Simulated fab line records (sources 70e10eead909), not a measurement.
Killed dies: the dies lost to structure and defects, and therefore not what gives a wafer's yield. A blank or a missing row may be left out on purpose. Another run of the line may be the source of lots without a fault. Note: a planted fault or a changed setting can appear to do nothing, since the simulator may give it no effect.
fab line records    flow nandHarc
[record] lots = 14  wafers = 42  lastDay = 33
route steps=1302 shown A_CHANNEL_HOLE_D2@584 A_CHANNEL_FILL_D2@612
lots untouched by any fault: they come from a run of this same line in which no faults occurred
startH: hours from the record's first day to the start of the lot's first wafer shown    waitH: hours elapsed since this lot's preceding step    " identical to the entry in the row above    L1.1+2: one row covering several wafers at once    - no value, or no start was given    * or withheld: withheld    < > ~ a bound
route shown NAME@n: NAME is a module with steps in the file, n the number in the route of the first one    usual: the fault-free wafers' mean and standard deviation    same: alike in all rows    chamber/n: place in a boat    sites: readings site by site    _std_site: their standard deviation    _edge_site: mean of outer sites minus mean of inner sites    radiusMm: how far each site lies from the wafer's centre    mask NAME#n: copy n    behind: tool/chamber where the wafer was last shaped    hold: why the lot went on hold/how many hours it stayed there/how the hold came to an end    device: which transistor (n, p or np) failed to switch    end of line: tests run on the same wafers once the route is complete    a step with no rows: only its recipe    killed: the dies lost at the first sort to structure and to defects; this is not the yield of the wafer    map: shows each die of a wafer: x if killed, . if not, _ if none is there
set.NAME: the setting the step ran with; set.NAME@STEP: the setting that earlier step ran with    model.NAME: the simulator's own value behind a step, which no gauge read
route steps across a sampled set of lots; one table per step, one row per wafer
services: the hour from which a tool's chamber was out of use, counted from the record's first day as startH (under 0 if before that day), plus the number of hours and why
[[steps]]
[step NHARC_A_CHANNEL_HOLE_D2_INSPECT_12]
[usual] rawDefectCount = 33/21
lot.wafer  tool              chamber  startH  waitH  rawDefectCount
L875.2     defectInspect-02  -        296.65  0.0    11
L875.4     "                 -        "       "      11
L875.6     "                 -        "       "      16
L874.2     defectInspect-01  -        296.96  0.0    47
L874.4     "                 -        "       "      50
L874.6     "                 -        "       "      58
L877.1     defectInspect-02  -        317.68  0.0    51
L877.2     "                 -        "       "      50
L877.4     "                 -        "       "      60
L876.1     defectInspect-02  -        318.03  0.0    64
L876.3     "                 -        "       "      58
L876.4     "                 -        "       "      46
L879.1     defectInspect-02  -        337.54  0.0    4
L879.2     "                 -        "       "      7
L879.6     "                 -        "       "      7
L878.1     defectInspect-02  -        338.26  0.0    45
L878.4     "                 -        "       "      47
L878.6     "                 -        "       "      56
L880.1     defectInspect-01  -        362.77  0.0    4
L880.4     "                 -        "       "      7
L880.6     "                 -        "       "      6
L881.2     defectInspect-01  -        369.30  0.0    52
L881.4     "                 -        "       "      66
L881.6     "                 -        "       "      45
L882.1     defectInspect-01  -        388.92  0.0    70
L882.4     "                 -        "       "      44
L882.5     "                 -        "       "      49
L884.1     defectInspect-01  -        395.00  0.0    63
L884.2     "                 -        "       "      47
L884.6     "                 -        "       "      66
L890.1     defectInspect-01  -        457.69  0.0    70
L890.3     "                 -        "       "      57
L890.6     "                 -        "       "      62
L893.1     defectInspect-02  -        486.89  0.0    26
L893.3     "                 -        "       "      16
L893.4     "                 -        "       "      13
L896.2     defectInspect-02  -        516.35  0.0    22
L896.4     "                 -        "       "      18
L896.6     "                 -        "       "      16
L895.1     defectInspect-01  -        517.37  0.0    7
L895.2     "                 -        "       "      3
L895.3     "                 -        "       "      3
[step NHARC_A_CHANNEL_FILL_D2_ALD_02]
[recipe] targetThkA = 60  pulseTimeS = 10  aldCycles = 60  tempC = 300  material = SiO2
[usual] heaterPowerW = 473/60  precursorPulseHeightRel = 1.003/0.021
lot.wafer  tool      chamber  startH  waitH  heaterPowerW  precursorPulseHeightRel
L875.4     aldHk-03  3        305.31  -      475           1.009
L875.2     "         1        "       "      430           1.024
L875.6     "         2        "       "      522           1.017
L874.2     aldHk-04  3        309.56  -      488           1.003
L874.4     "         0        "       "      656           1.008
L874.6     "         3        "       "      468           0.984
L877.1     aldHk-03  3        325.21  -      481           0.982
L877.2     "         1        "       "      433           1.054
L877.4     "         2        "       "      523           0.979
L876.4     aldHk-03  1        325.90  -      447           0.992
L876.1     "         2        "       "      530           1.035
L876.3     "         0        "       "      467           1.042
L879.1     aldHk-04  1        346.47  -      474           1.031
L879.2     "         0        "       "      643           1.027
L879.6     "         1        "       "      472           0.978
L878.4     aldHk-04  2        346.90  -      393           0.990
L878.1     "         3        "       "      472           0.977
L878.6     "         3        "       "      466           0.976
L880.4     aldHk-02  0        370.06  -      386           1.003
L880.1     "         1        "       "      467           0.998
L880.6     "         2        "       "      402           1.000
L881.4     aldHk-03  2        378.02  -      533           1.011
L881.2     "         3        "       "      488           1.034
L881.6     "         3        "       "      483           0.986
L882.4     aldHk-02  1        411.57  -      441           1.027
L882.1     "         2        "       "      433           1.020
L882.5     "         1        "       "      447           1.000
L884.2     aldHk-03  3        411.89  -      493           0.994
L884.1     "         0        "       "      422           0.976
L884.6     "         2        "       "      542           1.008
L890.1     aldHk-03  3        464.98  -      509           1.016
L890.3     "         0        "       "      447           1.012
L890.6     "         1        "       "      478           1.043
L893.1     aldHk-02  2        494.78  0.8    434           1.002
L893.3     "         3        "       "      475           1.026
L893.4     "         0        "       "      374           1.018
L896.2     aldHk-03  0        523.48  -      453           1.004
L896.4     "         3        "       "      499           1.012
L896.6     "         0        "       "      436           0.975
L895.2     aldHk-02  1        527.51  -      438           1.014
L895.3     "         2        "       "      436           0.989
L895.1     "         0        "       "      382           1.014
[step NHARC_A_CHANNEL_FILL_D2_ALD_14]
[recipe] targetThkA = 25  pulseTimeS = 10  aldCycles = 25  tempC = 300  material = SiO2
[usual] heaterPowerW = 475/64  precursorPulseHeightRel = 1.001/0.019
lot.wafer  tool      chamber  startH  waitH  heaterPowerW  precursorPulseHeightRel
L875.2     aldHk-04  0        312.34  0.1    649           0.997
L875.4     "         2        "       "      394           0.988
L875.6     "         0        "       "      630           1.001
L874.4     aldHk-04  1        316.92  0.1    469           1.000
L874.2     "         3        "       "      491           0.980
L874.6     "         0        "       "      637           1.005
L877.2     aldHk-03  2        332.15  0.0    527           0.997
L877.1     "         0        "       "      458           1.036
L877.4     "         1        "       "      427           1.013
L876.3     aldHk-04  3        332.26  0.1    492           0.989
L876.4     "         0        "       "      635           0.995
L876.1     "         1        "       "      470           1.024
L879.2     aldHk-03  0        353.90  0.5    454           0.988
L879.1     "         2        "       "      534           1.050
L879.6     "         1        "       "      429           0.972
L878.4     aldHk-03  2        354.12  0.7    528           0.981
L878.1     "         1        "       "      452           1.026
L878.6     "         3        "       "      484           1.004
L880.4     aldHk-02  1        376.90  0.0    471           1.002
L880.1     "         0        "       "      396           1.019
L880.6     "         1        "       "      469           0.997
L881.2     aldHk-04  0        385.56  0.5    643           1.017
L881.4     "         1        "       "      483           0.970
L881.6     "         0        "       "      642           0.970
L882.4     aldHk-04  1        419.70  0.9    487           1.011
L882.1     "         3        "       "      476           1.008
L882.5     "         1        "       "      476           0.988
L884.1     aldHk-04  2        419.96  1.2    397           1.034
L884.2     "         3        "       "      488           1.008
L884.6     "         1        "       "      482           1.026
L890.1     aldHk-03  1        471.89  0.0    476           1.021
L890.3     "         3        "       "      495           0.994
L890.6     "         2        "       "      535           0.981
L893.4     aldHk-02  3        501.77  0.0    476           0.980
L893.3     "         0        "       "      385           0.990
L893.1     "         2        "       "      444           1.015
L896.2     aldHk-02  1        530.50  0.1    451           1.001
L896.4     "         2        "       "      447           0.992
L896.6     "         3        "       "      480           1.004
L895.2     aldHk-03  2        536.30  1.8    530           0.973
L895.1     "         3        "       "      504           0.999
L895.3     "         0        "       "      434           0.988
[step NHARC_A_CHANNEL_FILL_D2_ETCHBACK_20]
[recipe] targetDepthA = 270  timeS = 13.5  c4f8FlowSccm = withheld  o2FlowSccm = 8  arFlowSccm = withheld  rfW = 600  biasW = 1500  chemistry = C4F8/O2/Ar
[usual] chamberPressureMTorr = 25.002/0.022  oesProductAu = 0.993/0.021  rfVppV = 977/5.2
lot.wafer  tool        chamber  startH  waitH  chamberPressureMTorr  oesProductAu  rfHoursCounterH  rfVppV
L875.2     rieDiel-05  0        330.86  -      24.995                1.004         2                969
L875.4     "           1        "       "      25.002                1.013         2                972
L875.6     "           1        "       "      25.018                1.008         -                972
L874.2     rieDiel-07  2        333.74  -      25.028                0.996         1                974
L874.4     "           0        "       "      25.046                0.995         1                985
L874.6     "           1        "       "      25.031                0.980         -                974
L876.3     rieDiel-01  0        351.58  -      25.018                0.987         21               979
L876.1     "           1        "       "      25.044                1.005         20               979
L876.4     "           1        "       "      24.965                1.003         -                980
L877.1     rieDiel-07  2        351.59  -      25.016                0.992         1                975
L877.2     "           3        "       "      25.037                1.007         1                984
L877.4     "           3        "       "      24.961                1.001         -                984
L878.1     rieDiel-07  2        370.93  -      25.042                1.018         2                977
L878.4     "           0        "       "      24.984                1.009         2                986
L878.6     "           3        "       "      25.000                1.003         -                987
L879.1     rieDiel-01  1        370.96  -      25.000                1.001         24               979
L879.2     "           2        "       "      24.977                1.007         22               974
L879.6     "           3        "       "      25.051                0.998         -                976
L880.4     rieDiel-05  2        395.25  -      25.009                0.991         4                986
L880.1     "           3        "       "      25.033                0.994         4                974
L880.6     "           2        "       "      25.000                1.009         -                984
L881.2     rieDiel-05  2        402.31  -      24.976                0.997         4                983
L881.4     "           0        "       "      24.978                0.990         4                970
L881.6     "           2        "       "      24.998                0.996         -                985
L882.4     rieDiel-01  3        436.89  -      24.982                0.990         8                975
L882.1     "           2        "       "      25.017                0.992         8                975
L882.5     "           0        "       "      25.009                0.991         -                977
L884.2     rieDiel-05  2        436.89  -      24.997                1.003         1                983
L884.1     "           0        "       "      25.007                1.007         1                969
L884.6     "           1        "       "      25.026                1.002         -                971
L890.1     rieDiel-07  1        489.10  -      24.999                0.998         0                974
L890.3     "           0        "       "      24.998                0.730         0                985
L890.6     "           2        "       "      24.996                1.004         -                975
L893.4     rieDiel-07  2        520.72  -      25.022                1.001         1                975
L893.1     "           3        "       "      25.031                1.010         1                985
L893.3     "           0        "       "      25.001                0.735         1                985
L896.2     rieDiel-05  3        548.11  -      24.978                0.993         3                975
L896.4     "           0        "       "      24.984                0.994         4                969
L896.6     "           2        "       "      25.005                0.996         -                985
L895.3     rieDiel-01  0        553.57  -      24.997                0.995         27               977
L895.2     "           1        "       "      24.987                0.997         23               980
L895.1     "           2        "       "      24.985                0.987         30               975
[[services]]
tool        chamber  startH  hours  kind
rieDiel-05  0        281.65  2.0    repair
rieDiel-07  -        287.95  1.8    repair
rieDiel-05  3        289.99  7.0    repair
rieDiel-07  -        294.20  9.0    pm
rieDiel-05  1        332.85  4.1    repair
rieDiel-07  1        342.98  10.5   repair
aldHk-03    -        390.32  10.0   pm
aldHk-02    -        400.21  10.0   pm
rieDiel-07  0        401.99  16.2   repair
rieDiel-05  -        406.61  9.0    pm
rieDiel-05  -        421.04  2.2    repair
aldHk-02    -        427.78  0.3    repair
rieDiel-05  3        433.55  1.8    repair
rieDiel-07  1        449.66  8.0    repair
rieDiel-05  3        454.32  13.3   repair
rieDiel-07  -        471.20  9.0    pm
rieDiel-05  3        477.37  7.7    repair
rieDiel-07  3        482.43  2.6    repair
rieDiel-05  2        483.52  7.3    repair
rieDiel-05  1        488.81  3.4    repair
rieDiel-05  1        494.35  3.9    repair
aldHk-02    -        497.95  0.7    repair
aldHk-04    -        516.27  3.4    repair
aldHk-04    -        539.85  1.4    repair
[[key]]
[firstSign] step = NHARC_A_CHANNEL_FILL_D2_ETCHBACK_20  reading = oesProductAu  direction = down  sigmas = 13  usual = 0.993  struck = 0.733
effect none on later readings
metAt NHARC_A_CHANNEL_FILL_D2_ETCHBACK_20
struckLots L890,L893
struckWafers L890.3,L893.3
laterRowsLeftOut L890.3,L893.3
sortLeftOut L890.3,L893.3
testerLeftOut L890,L893
notActingAt NHARC_A_CHANNEL_HOLE_D2_INSPECT_12,NHARC_A_CHANNEL_FILL_D2_ALD_02,NHARC_A_CHANNEL_FILL_D2_ALD_14
onsetBetween 370.93 489.10
[fault] kind = processParameterDrift  tool = rieDiel-07  chamber = 0  onsetH = 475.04  steps = NHARC_A_CHANNEL_FILL_D2_ETCHBACK_20  channel = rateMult  offset = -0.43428  shape = step  endH = 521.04
// testerLeftOut: of these lots the tester's yield and bins aren't shown, on N5 and GAA mostly nor the transistor test; their killed dies are dies lost to structure and defects alone, not to doping, threshold or leakage, so they don't give the yield
// sortLeftOut: the simulated sort isn't trusted on such a fault, so these wafers' sort isn't shown, and their yield isn't known
// laterRowsLeftOut: the simulator's readings of these wafers behind a module that went badly wrong aren't trusted and aren't shown, but for the sort
